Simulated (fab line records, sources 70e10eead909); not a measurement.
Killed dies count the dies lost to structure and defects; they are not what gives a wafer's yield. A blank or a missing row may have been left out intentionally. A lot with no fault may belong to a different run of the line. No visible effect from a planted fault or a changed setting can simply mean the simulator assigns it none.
Chamber matching :: flow nand_harc :: NHARC_A_STAIRCASE_ALD_420 on ald_hk-03: 4 sister chambers
The step deposits SiO2, target thk 20 nm, pulse time 6 s, ald cycles 200. 8 wafers are shown with their chamber, then 9 later ones without.

== WAFERS, EACH WITH ITS CHAMBER ==
wafer: L082.2
chamber: 0
heater_power_w (W): 492
precursor_pulse_height_rel: 1.019

wafer: L082.3
chamber: 3
heater_power_w (W): 483
precursor_pulse_height_rel: 1.024

wafer: L082.4
chamber: 2
heater_power_w (W): 481
precursor_pulse_height_rel: 0.994

wafer: L084.3
chamber: 2
heater_power_w (W): 473
precursor_pulse_height_rel: 0.999

wafer: L084.5
chamber: 0
heater_power_w (W): 488
precursor_pulse_height_rel: 1.027

wafer: L083.2
chamber: 1
heater_power_w (W): 425
precursor_pulse_height_rel: 1.005

wafer: L083.4
chamber: 3
heater_power_w (W): 497
precursor_pulse_height_rel: 1.011

wafer: L083.6
chamber: 1
heater_power_w (W): 430
precursor_pulse_height_rel: 1.012

== WAFERS WHOSE CHAMBER IS MISSING ==
wafer: L087.1
heater_power_w (W): 420
precursor_pulse_height_rel: 0.978

wafer: L087.4
heater_power_w (W): 476
precursor_pulse_height_rel: 1.005

wafer: L087.6
heater_power_w (W): 493
precursor_pulse_height_rel: 0.969

wafer: L093.1
heater_power_w (W): 461
precursor_pulse_height_rel: 1.014

wafer: L093.5
heater_power_w (W): 464
precursor_pulse_height_rel: 0.971

wafer: L093.6
heater_power_w (W): 400
precursor_pulse_height_rel: 0.986

wafer: L095.1
heater_power_w (W): 410
precursor_pulse_height_rel: 0.987

wafer: L095.2
heater_power_w (W): 476
precursor_pulse_height_rel: 1.051

wafer: L095.4
heater_power_w (W): 512
precursor_pulse_height_rel: 1.045

== EACH ONE'S CHAMBER ==
wafer: L087.1
from the rows above: 1
in truth: 1

wafer: L087.4
from the rows above: can't be placed: 2 or 3
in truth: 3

wafer: L087.6
from the rows above: 2
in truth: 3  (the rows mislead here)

wafer: L093.1
from the rows above: can't be placed: 2 or 3 or 0 or 1
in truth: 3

wafer: L093.5
from the rows above: 2
in truth: 2

wafer: L093.6
from the rows above: 1
in truth: 1

wafer: L095.1
from the rows above: 1
in truth: 1

wafer: L095.2
from the rows above: can't be placed: 0 or 3
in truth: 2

wafer: L095.4
from the rows above: can't be placed: 0 or 3
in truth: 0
Correctly placed: 4 of 9. Unplaceable from these rows: 4, with the true chamber sitting among the candidates in 3. Placed wrongly: 1.
How it was worked out, from the rows above alone: a wafer's distance from a chamber is the root of the sum, over the readings, of the square of ((its reading less the chamber's mean) divided by the reading's scatter). The wafer belongs to the nearest chamber; if the next one is less than 2 further off, it can't be placed. A chamber's mean is the mean of its shown wafers. How the scatter is found: for the shown wafers, subtract from each reading the mean of its chamber, square and add these, divide the total by (wafers less chambers), then take the root.
